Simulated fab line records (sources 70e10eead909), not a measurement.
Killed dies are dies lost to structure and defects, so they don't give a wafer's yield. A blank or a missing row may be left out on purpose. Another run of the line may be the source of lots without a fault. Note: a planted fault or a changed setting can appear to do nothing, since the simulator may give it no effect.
fab line records :: flow nand-harc
record:
  lots: 6
  wafers: 18
  last-day: 34
route steps=1302 shown THIN_TSV@1282
lots that met no fault: from a run of the same line without faults
start-h: hours from the record's opening day to when the first of the lot's shown wafers began :: wait-h: hours from the lot's prior step to this one :: " the same as in the row above :: L1.1+2: one row covering several wafers at once :: - no value present, or no start provided :: * or withheld: withheld :: < > ~ a bound
route shown NAME@n: names a module that has steps shown in the file, with the first one's number in the route :: usual: mean/standard deviation of fault-free wafers :: same: alike in all rows :: chamber/n: place in a boat :: sites: readings site by site :: _std_site: standard deviation of those values :: _edge_site: mean of outer sites minus mean of inner sites :: radius-mm: how far each site lies from the wafer's centre :: mask NAME#n: copy n :: behind: the last tool/chamber to shape the wafer :: hold: why the lot went on hold/how many hours it stayed there/how the hold came to an end :: device: whichever transistor did not switch (one of n, p or np) :: end of line: tests of these same wafers at the route's end :: step lacking rows: just its recipe :: killed: dies that structure and defects cost at the first sort, which is not the same as the wafer's yield :: map: a wafer's dies, marking killed ones x, the rest . and places with no die _
set.NAME: the setting that was run; set.NAME@STEP: the one run at that earlier step :: model.NAME: the simulator's own value behind a step, which no gauge read
a table for each step, a row for each wafer; lots at some steps of the route
services: the hour from which a tool's chamber was out of use, counted from the record's first day as start-h (under 0 if before that day), plus the number of hours and why
== steps ==
step: NHARC_THIN_TSV_PVD_24
recipe:
  target-thk-a: 8000
  power-w: withheld
  chamber-pressure-pa: withheld
  substrate-temp-c: withheld
  time-s: withheld
  gas: Ar
  material: Al
step: NHARC_THIN_TSV_DEHYDRATE_25
recipe:
  temp-c: 150
  time-s: 120
step: NHARC_THIN_TSV_HMDS_26
recipe:
  time-s: 30
step: NHARC_THIN_TSV_COAT_27
recipe:
  spin-rpm: *
step: NHARC_THIN_TSV_SOFTBAKE_28
recipe:
  temp-c: 122
  time-s: 95
step: NHARC_THIN_TSV_EBR_29
step: NHARC_THIN_TSV_EXPOSE_30
recipe:
  na: 0.55
  dose-mj: 11.47
  mask-id: PAD
step: NHARC_THIN_TSV_PEB_31
recipe:
  peb-temp-c: 118
  peb-time-s: 85
step: NHARC_THIN_TSV_DEVELOP_32
recipe:
  time-s: 70
step: NHARC_THIN_TSV_CD_MEAS_33
recipe:
  target-cd-nm: 5000
  landing-energy-ev: 500
usual:
  cd-nm: 4999.5/1.2
lot.wafer: L460.2
tool: cd-sem-02
chamber: 0
start-h: 586.10
wait-h: -
cd-nm: 4999.7

lot.wafer: L460.3
tool: cd-sem-02
chamber: 0
start-h: 586.10
wait-h: -
cd-nm: 5002.0

lot.wafer: L460.5
tool: cd-sem-02
chamber: 0
start-h: 586.10
wait-h: -
cd-nm: 5001.7

lot.wafer: L462.4
tool: cd-sem-01
chamber: 0
start-h: 621.33
wait-h: -
cd-nm: 4999.1

lot.wafer: L462.5
tool: cd-sem-01
chamber: 0
start-h: 621.33
wait-h: -
cd-nm: 4998.6

lot.wafer: L462.6
tool: cd-sem-01
chamber: 0
start-h: 621.33
wait-h: -
cd-nm: 4996.4

lot.wafer: L474.2
tool: cd-sem-01
chamber: 0
start-h: 740.94
wait-h: -
cd-nm: 4997.4

lot.wafer: L474.3
tool: cd-sem-01
chamber: 0
start-h: 740.94
wait-h: -
cd-nm: 4998.2

lot.wafer: L474.5
tool: cd-sem-01
chamber: 0
start-h: 740.94
wait-h: -
cd-nm: 5000.3

lot.wafer: L476.1
tool: cd-sem-02
chamber: 0
start-h: 752.53
wait-h: -
cd-nm: 5000.0

lot.wafer: L476.2
tool: cd-sem-02
chamber: 0
start-h: 752.53
wait-h: -
cd-nm: 5000.8

lot.wafer: L476.5
tool: cd-sem-02
chamber: 0
start-h: 752.53
wait-h: -
cd-nm: 5001.6

lot.wafer: L479.1
tool: cd-sem-01
chamber: 0
start-h: 777.50
wait-h: -
cd-nm: 4999.5

lot.wafer: L479.2
tool: cd-sem-01
chamber: 0
start-h: 777.50
wait-h: -
cd-nm: 5000.0

lot.wafer: L479.5
tool: cd-sem-01
chamber: 0
start-h: 777.50
wait-h: -
cd-nm: 5000.7

lot.wafer: L478.1
tool: cd-sem-02
chamber: 0
start-h: 813.97
wait-h: -
cd-nm: 4998.1

lot.wafer: L478.4
tool: cd-sem-02
chamber: 0
start-h: 813.97
wait-h: -
cd-nm: 4998.0

lot.wafer: L478.5
tool: cd-sem-02
chamber: 0
start-h: 813.97
wait-h: -
cd-nm: 4999.2
step: NHARC_THIN_TSV_HARDBAKE_34
recipe:
  temp-c: 125
  time-s: 80
step: NHARC_THIN_TSV_DESCUM_35
recipe:
  time-s: 3
  o2-flow-sccm: 200
  ar-flow-sccm: 0
  bias-power-w: 0
  chemistry: O2
usual:
  drypump-motor-current-A: 5.8/0.47
  oes-product-au: 0.998/0.0072
  rf-vpp-V: 57.5/1
  showerhead-plenum-p-Torr: 1.88/0.074
  throttle-valve-pct: 11.312/0.0096
lot.wafer: L460.2
tool: rie-diel-13
chamber: 1
start-h: 586.26
wait-h: -
drypump-motor-current-A: 5.2
oes-product-au: 1.009
rf-hours-counter-h: 2
rf-vpp-V: 57.6
showerhead-plenum-p-Torr: 1.84
throttle-valve-pct: 11.306

lot.wafer: L460.3
tool: rie-diel-13
chamber: 0
start-h: 586.26
wait-h: -
drypump-motor-current-A: 5.1
oes-product-au: 1.006
rf-hours-counter-h: 3
rf-vpp-V: 57.2
showerhead-plenum-p-Torr: 1.82
throttle-valve-pct: 11.302

lot.wafer: L460.5
tool: rie-diel-13
chamber: 0
start-h: 586.26
wait-h: -
drypump-motor-current-A: 5.1
oes-product-au: 1.007
rf-hours-counter-h: -
rf-vpp-V: 58.6
showerhead-plenum-p-Torr: 1.82
throttle-valve-pct: 11.314

lot.wafer: L462.4
tool: rie-diel-05
chamber: 3
start-h: 621.48
wait-h: -
drypump-motor-current-A: 5.2
oes-product-au: 1.009
rf-hours-counter-h: 1
rf-vpp-V: 56.5
showerhead-plenum-p-Torr: 1.89
throttle-valve-pct: 11.299

lot.wafer: L462.6
tool: rie-diel-05
chamber: 3
start-h: 621.48
wait-h: -
drypump-motor-current-A: 5.2
oes-product-au: 0.997
rf-hours-counter-h: -
rf-vpp-V: 58.0
showerhead-plenum-p-Torr: 1.89
throttle-valve-pct: 11.321

lot.wafer: L462.5
tool: rie-diel-05
chamber: 0
start-h: 621.48
wait-h: -
drypump-motor-current-A: 5.7
oes-product-au: 1.002
rf-hours-counter-h: -
rf-vpp-V: 57.7
showerhead-plenum-p-Torr: 2.02
throttle-valve-pct: 11.293

lot.wafer: L474.2
tool: rie-diel-05
chamber: 2
start-h: 741.10
wait-h: -
drypump-motor-current-A: 6.1
oes-product-au: 0.994
rf-hours-counter-h: 6
rf-vpp-V: 56.4
showerhead-plenum-p-Torr: 1.84
throttle-valve-pct: 11.318

lot.wafer: L474.3
tool: rie-diel-05
chamber: 1
start-h: 741.10
wait-h: -
drypump-motor-current-A: 6.2
oes-product-au: 0.996
rf-hours-counter-h: 6
rf-vpp-V: 57.6
showerhead-plenum-p-Torr: 1.81
throttle-valve-pct: 11.303

lot.wafer: L474.5
tool: rie-diel-05
chamber: 3
start-h: 741.10
wait-h: -
drypump-motor-current-A: 5.2
oes-product-au: 0.999
rf-hours-counter-h: -
rf-vpp-V: 56.3
showerhead-plenum-p-Torr: 1.89
throttle-valve-pct: 11.318

lot.wafer: L476.2
tool: rie-diel-05
chamber: 3
start-h: 752.72
wait-h: -
drypump-motor-current-A: 5.2
oes-product-au: 0.991
rf-hours-counter-h: 7
rf-vpp-V: 56.8
showerhead-plenum-p-Torr: 1.89
throttle-valve-pct: 11.328

lot.wafer: L476.1
tool: rie-diel-05
chamber: 0
start-h: 752.72
wait-h: -
drypump-motor-current-A: 5.7
oes-product-au: 0.999
rf-hours-counter-h: 6
rf-vpp-V: 58.1
showerhead-plenum-p-Torr: 2.02
throttle-valve-pct: 11.314

lot.wafer: L476.5
tool: rie-diel-05
chamber: 2
start-h: 752.72
wait-h: -
drypump-motor-current-A: 6.1
oes-product-au: 1.002
rf-hours-counter-h: -
rf-vpp-V: 56.9
showerhead-plenum-p-Torr: 1.84
throttle-valve-pct: 11.309

lot.wafer: L479.2
tool: rie-diel-05
chamber: 1
start-h: 777.68
wait-h: -
drypump-motor-current-A: 6.2
oes-product-au: 1.005
rf-hours-counter-h: 0
rf-vpp-V: 55.1
showerhead-plenum-p-Torr: 1.81
throttle-valve-pct: 11.315

lot.wafer: L479.1
tool: rie-diel-05
chamber: 2
start-h: 777.68
wait-h: -
drypump-motor-current-A: 6.1
oes-product-au: 0.996
rf-hours-counter-h: 0
rf-vpp-V: 56.3
showerhead-plenum-p-Torr: 1.84
throttle-valve-pct: 11.302

lot.wafer: L479.5
tool: rie-diel-05
chamber: 1
start-h: 777.68
wait-h: -
drypump-motor-current-A: 6.2
oes-product-au: 1.001
rf-hours-counter-h: -
rf-vpp-V: 58.1
showerhead-plenum-p-Torr: 1.81
throttle-valve-pct: 11.313

lot.wafer: L478.1
tool: rie-diel-13
chamber: 0
start-h: 814.16
wait-h: -
drypump-motor-current-A: 5.1
oes-product-au: 1.007
rf-hours-counter-h: 7
rf-vpp-V: 56.4
showerhead-plenum-p-Torr: 1.82
throttle-valve-pct: 11.308

lot.wafer: L478.4
tool: rie-diel-13
chamber: 1
start-h: 814.16
wait-h: -
drypump-motor-current-A: 5.2
oes-product-au: 1.001
rf-hours-counter-h: 6
rf-vpp-V: 57.4
showerhead-plenum-p-Torr: 1.83
throttle-valve-pct: 11.325

lot.wafer: L478.5
tool: rie-diel-13
chamber: 3
start-h: 814.16
wait-h: -
drypump-motor-current-A: 6.3
oes-product-au: 0.999
rf-hours-counter-h: -
rf-vpp-V: 56.8
showerhead-plenum-p-Torr: 1.78
throttle-valve-pct: 11.295
step: NHARC_THIN_TSV_ETCH_59
recipe:
  target-depth-a: 8800
  icp-w: 900
  bias-w: 100
  Cl2_flow_sccm: 60
  bcl3-flow-sccm: 30
  time-s: 138.1
  chemistry: Cl2/BCl3
usual:
  drypump-motor-current-A: 5.4/0.46
  he-backside-leak-sccm: 3.41/0.15
  oes-product-au: 1.002/0.0083
  throttle-valve-pct: 22.264/0.01
lot.wafer: L460.2
tool: rie-metal-01
chamber: 1
start-h: 586.45
wait-h: 0.2
drypump-motor-current-A: 4.7
he-backside-leak-sccm: 3.37
oes-product-au: 1.006
rf-hours-counter-h: 0.0
throttle-valve-pct: 22.258

lot.wafer: L460.3
tool: rie-metal-01
chamber: 0
start-h: 586.45
wait-h: 0.2
drypump-motor-current-A: 5.0
he-backside-leak-sccm: 3.54
oes-product-au: 1.004
rf-hours-counter-h: -
throttle-valve-pct: 22.271

lot.wafer: L460.5
tool: rie-metal-01
chamber: 1
start-h: 586.45
wait-h: 0.2
drypump-motor-current-A: 4.7
he-backside-leak-sccm: 3.35
oes-product-au: 0.999
rf-hours-counter-h: -
throttle-valve-pct: 22.273

lot.wafer: L462.4
tool: rie-metal-02
chamber: 1
start-h: 621.72
wait-h: 0.2
drypump-motor-current-A: 5.6
he-backside-leak-sccm: 3.30
oes-product-au: 0.991
rf-hours-counter-h: -
throttle-valve-pct: 22.270

lot.wafer: L462.5
tool: rie-metal-02
chamber: 0
start-h: 621.72
wait-h: 0.2
drypump-motor-current-A: 6.0
he-backside-leak-sccm: 3.68
oes-product-au: 1.008
rf-hours-counter-h: -
throttle-valve-pct: 22.258

lot.wafer: L462.6
tool: rie-metal-02
chamber: 1
start-h: 621.72
wait-h: 0.2
drypump-motor-current-A: 5.6
he-backside-leak-sccm: 3.29
oes-product-au: 0.984
rf-hours-counter-h: -
throttle-valve-pct: 22.264

lot.wafer: L474.2
tool: rie-metal-02
chamber: 0
start-h: 741.27
wait-h: 0.2
drypump-motor-current-A: 5.9
he-backside-leak-sccm: 3.56
oes-product-au: 1.018
rf-hours-counter-h: 1.4
throttle-valve-pct: 22.255

lot.wafer: L474.3
tool: rie-metal-02
chamber: 1
start-h: 741.27
wait-h: 0.2
drypump-motor-current-A: 5.7
he-backside-leak-sccm: 3.46
oes-product-au: 1.003
rf-hours-counter-h: -
throttle-valve-pct: 22.260

lot.wafer: L474.5
tool: rie-metal-02
chamber: 0
start-h: 741.27
wait-h: 0.2
drypump-motor-current-A: 6.0
he-backside-leak-sccm: 3.47
oes-product-au: 0.950
rf-hours-counter-h: -
throttle-valve-pct: 22.271

lot.wafer: L476.2
tool: rie-metal-02
chamber: 1
start-h: 752.82
wait-h: 0.1
drypump-motor-current-A: 5.6
he-backside-leak-sccm: 3.28
oes-product-au: 0.998
rf-hours-counter-h: 1.8
throttle-valve-pct: 22.284

lot.wafer: L476.1
tool: rie-metal-02
chamber: 0
start-h: 752.82
wait-h: 0.1
drypump-motor-current-A: 5.9
he-backside-leak-sccm: 3.69
oes-product-au: 0.943
rf-hours-counter-h: 1.8
throttle-valve-pct: 22.277

lot.wafer: L476.5
tool: rie-metal-02
chamber: 0
start-h: 752.82
wait-h: 0.1
drypump-motor-current-A: 6.0
he-backside-leak-sccm: 3.66
oes-product-au: 0.953
rf-hours-counter-h: -
throttle-valve-pct: 22.263

lot.wafer: L479.1
tool: rie-metal-01
chamber: 1
start-h: 777.79
wait-h: 0.1
drypump-motor-current-A: 4.7
he-backside-leak-sccm: 3.34
oes-product-au: 0.996
rf-hours-counter-h: 0.6
throttle-valve-pct: 22.254

lot.wafer: L479.2
tool: rie-metal-01
chamber: 1
start-h: 777.79
wait-h: 0.1
drypump-motor-current-A: 4.7
he-backside-leak-sccm: 3.31
oes-product-au: 0.986
rf-hours-counter-h: -
throttle-valve-pct: 22.268

lot.wafer: L479.5
tool: rie-metal-01
chamber: 1
start-h: 777.79
wait-h: 0.1
drypump-motor-current-A: 4.7
he-backside-leak-sccm: 3.36
oes-product-au: 0.998
rf-hours-counter-h: -
throttle-valve-pct: 22.258

lot.wafer: L478.1
tool: rie-metal-03
chamber: 1
start-h: 814.29
wait-h: 0.1
drypump-motor-current-A: 5.5
he-backside-leak-sccm: 3.39
oes-product-au: 0.991
rf-hours-counter-h: 1.8
throttle-valve-pct: 22.267

lot.wafer: L478.4
tool: rie-metal-03
chamber: 1
start-h: 814.29
wait-h: 0.1
drypump-motor-current-A: 5.5
he-backside-leak-sccm: 3.27
oes-product-au: 0.989
rf-hours-counter-h: -
throttle-valve-pct: 22.270

lot.wafer: L478.5
tool: rie-metal-03
chamber: 0
start-h: 814.29
wait-h: 0.1
drypump-motor-current-A: 5.8
he-backside-leak-sccm: 3.49
oes-product-au: 0.992
rf-hours-counter-h: -
throttle-valve-pct: 22.260
step: NHARC_THIN_TSV_ETCH_36
recipe:
  target-depth-a: 650
  over-etch-frac: 0.3
  time-s: 18.571
  ion-energy-ev: 150
  chemistry: Cl2/BCl3
usual:
  drypump-motor-current-A: 5.4/0.46
  he-backside-leak-sccm: 3.41/0.16
  oes-product-au: 1.001/0.0078
lot.wafer: L460.2
tool: rie-metal-01
chamber: 0
start-h: 586.68
wait-h: 0.2
drypump-motor-current-A: 4.9
he-backside-leak-sccm: 3.43
oes-product-au: 1.003
rf-hours-counter-h: 0.2

lot.wafer: L460.3
tool: rie-metal-01
chamber: 0
start-h: 586.68
wait-h: 0.2
drypump-motor-current-A: 4.9
he-backside-leak-sccm: 3.52
oes-product-au: 0.994
rf-hours-counter-h: -

lot.wafer: L460.5
tool: rie-metal-01
chamber: 0
start-h: 586.68
wait-h: 0.2
drypump-motor-current-A: 5.0
he-backside-leak-sccm: 3.54
oes-product-au: 0.992
rf-hours-counter-h: -

lot.wafer: L462.4
tool: rie-metal-02
chamber: 1
start-h: 621.90
wait-h: 0.1
drypump-motor-current-A: 5.6
he-backside-leak-sccm: 3.42
oes-product-au: 0.997
rf-hours-counter-h: -

lot.wafer: L462.6
tool: rie-metal-02
chamber: 0
start-h: 621.90
wait-h: 0.1
drypump-motor-current-A: 5.9
he-backside-leak-sccm: 3.59
oes-product-au: 1.012
rf-hours-counter-h: -

lot.wafer: L462.5
tool: rie-metal-02
chamber: 1
start-h: 621.90
wait-h: 0.1
drypump-motor-current-A: 5.6
he-backside-leak-sccm: 3.27
oes-product-au: 0.999
rf-hours-counter-h: -

lot.wafer: L474.2
tool: rie-metal-02
chamber: 1
start-h: 741.49
wait-h: 0.2
drypump-motor-current-A: 5.6
he-backside-leak-sccm: 3.25
oes-product-au: 0.993
rf-hours-counter-h: 1.5

lot.wafer: L474.3
tool: rie-metal-02
chamber: 0
start-h: 741.49
wait-h: 0.2
drypump-motor-current-A: 5.9
he-backside-leak-sccm: 3.68
oes-product-au: 1.008
rf-hours-counter-h: -

lot.wafer: L474.5
tool: rie-metal-02
chamber: 1
start-h: 741.49
wait-h: 0.2
drypump-motor-current-A: 5.7
he-backside-leak-sccm: 3.31
oes-product-au: 0.999
rf-hours-counter-h: -

lot.wafer: L476.2
tool: rie-metal-02
chamber: 1
start-h: 753.08
wait-h: 0.2
drypump-motor-current-A: 5.6
he-backside-leak-sccm: 3.12
oes-product-au: 1.004
rf-hours-counter-h: 2.0

lot.wafer: L476.1
tool: rie-metal-02
chamber: 0
start-h: 753.08
wait-h: 0.2
drypump-motor-current-A: 5.9
he-backside-leak-sccm: 3.68
oes-product-au: 1.017
rf-hours-counter-h: 2.0

lot.wafer: L476.5
tool: rie-metal-02
chamber: 1
start-h: 753.08
wait-h: 0.2
drypump-motor-current-A: 5.6
he-backside-leak-sccm: 3.15
oes-product-au: 1.001
rf-hours-counter-h: -

lot.wafer: L479.1
tool: rie-metal-01
chamber: 1
start-h: 778.27
wait-h: 0.4
drypump-motor-current-A: 4.7
he-backside-leak-sccm: 3.43
oes-product-au: 0.997
rf-hours-counter-h: 0.9

lot.wafer: L479.2
tool: rie-metal-01
chamber: 1
start-h: 778.27
wait-h: 0.4
drypump-motor-current-A: 4.7
he-backside-leak-sccm: 3.47
oes-product-au: 0.989
rf-hours-counter-h: -

lot.wafer: L479.5
tool: rie-metal-01
chamber: 1
start-h: 778.27
wait-h: 0.4
drypump-motor-current-A: 4.7
he-backside-leak-sccm: 3.40
oes-product-au: 0.987
rf-hours-counter-h: -

lot.wafer: L478.1
tool: rie-metal-03
chamber: 1
start-h: 814.52
wait-h: 0.2
drypump-motor-current-A: 5.4
he-backside-leak-sccm: 3.39
oes-product-au: 1.001
rf-hours-counter-h: 1.9

lot.wafer: L478.4
tool: rie-metal-03
chamber: 1
start-h: 814.52
wait-h: 0.2
drypump-motor-current-A: 5.5
he-backside-leak-sccm: 3.50
oes-product-au: 1.000
rf-hours-counter-h: -

lot.wafer: L478.5
tool: rie-metal-03
chamber: 1
start-h: 814.52
wait-h: 0.2
drypump-motor-current-A: 5.4
he-backside-leak-sccm: 3.47
oes-product-au: 0.998
rf-hours-counter-h: -
== services ==
tool: rie-diel-05
chamber: 0
start-h: 562.60
hours: -
kind: clean

tool: rie-diel-05
chamber: 1
start-h: 562.60
hours: -
kind: clean

tool: rie-diel-05
chamber: 2
start-h: 562.60
hours: -
kind: clean

tool: rie-metal-01
chamber: -
start-h: 575.00
hours: 9.0
kind: pm

tool: rie-diel-13
chamber: 2
start-h: 577.55
hours: 21.9
kind: repair

tool: rie-diel-05
chamber: -
start-h: 583.60
hours: 9.0
kind: pm

tool: rie-metal-02
chamber: -
start-h: 620.23
hours: 0.6
kind: repair

tool: rie-metal-02
chamber: -
start-h: 631.00
hours: 9.0
kind: pm

tool: rie-metal-02
chamber: 0
start-h: 631.00
hours: 9.0
kind: vent-cycle

tool: rie-metal-02
chamber: 1
start-h: 631.00
hours: 9.0
kind: vent-cycle

tool: rie-metal-02
chamber: 0
start-h: 640.00
hours: -
kind: clean

tool: rie-metal-02
chamber: 1
start-h: 640.00
hours: -
kind: clean

tool: rie-diel-13
chamber: -
start-h: 696.00
hours: 9.0
kind: pm

tool: rie-metal-03
chamber: -
start-h: 696.00
hours: 9.0
kind: pm

tool: rie-metal-02
chamber: -
start-h: 709.83
hours: 0.5
kind: repair

tool: rie-metal-02
chamber: -
start-h: 728.84
hours: 0.5
kind: repair

tool: rie-diel-05
chamber: 0
start-h: 735.03
hours: 2.0
kind: repair

tool: rie-metal-03
chamber: -
start-h: 751.69
hours: 1.5
kind: repair

tool: rie-metal-01
chamber: -
start-h: 752.00
hours: 9.0
kind: pm

tool: rie-diel-05
chamber: -
start-h: 760.60
hours: 9.0
kind: pm

tool: rie-diel-05
chamber: 0
start-h: 778.20
hours: 8.0
kind: repair

tool: rie-metal-02
chamber: -
start-h: 808.00
hours: 9.0
kind: pm

tool: rie-metal-02
chamber: 0
start-h: 808.00
hours: 9.0
kind: vent-cycle

tool: rie-metal-02
chamber: 1
start-h: 808.00
hours: 9.0
kind: vent-cycle
== key ==
first-sign:
  step: NHARC_THIN_TSV_ETCH_59
  reading: oes-product-au
  direction: down
  sigmas: 6.3
  usual: 1.002
  struck: 0.949
effect none on later readings
met-at NHARC_THIN_TSV_ETCH_59
struck-wafers L474.5,L476.1,L476.5
later-rows-left-out L474.5,L476.1,L476.5
sort-left-out L474.5,L476.1,L476.5
onset-between 621.72 741.27
fault:
  kind: process-parameter-drift
  tool: rie-metal-02
  chamber: -
  onset-h: 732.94
  steps: NHARC_THIN_TSV_ETCH_59
  channel: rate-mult
  offset: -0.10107
  shape: step
  end-h: 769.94
  scope: struck-wafers-only
sort-left-out: the simulated sort isn't trusted on such a fault, so these wafers' sort isn't shown, and their yield isn't known
later-rows-left-out: the simulator's readings of these wafers behind a module that went badly wrong aren't trusted and aren't shown, but for the sort
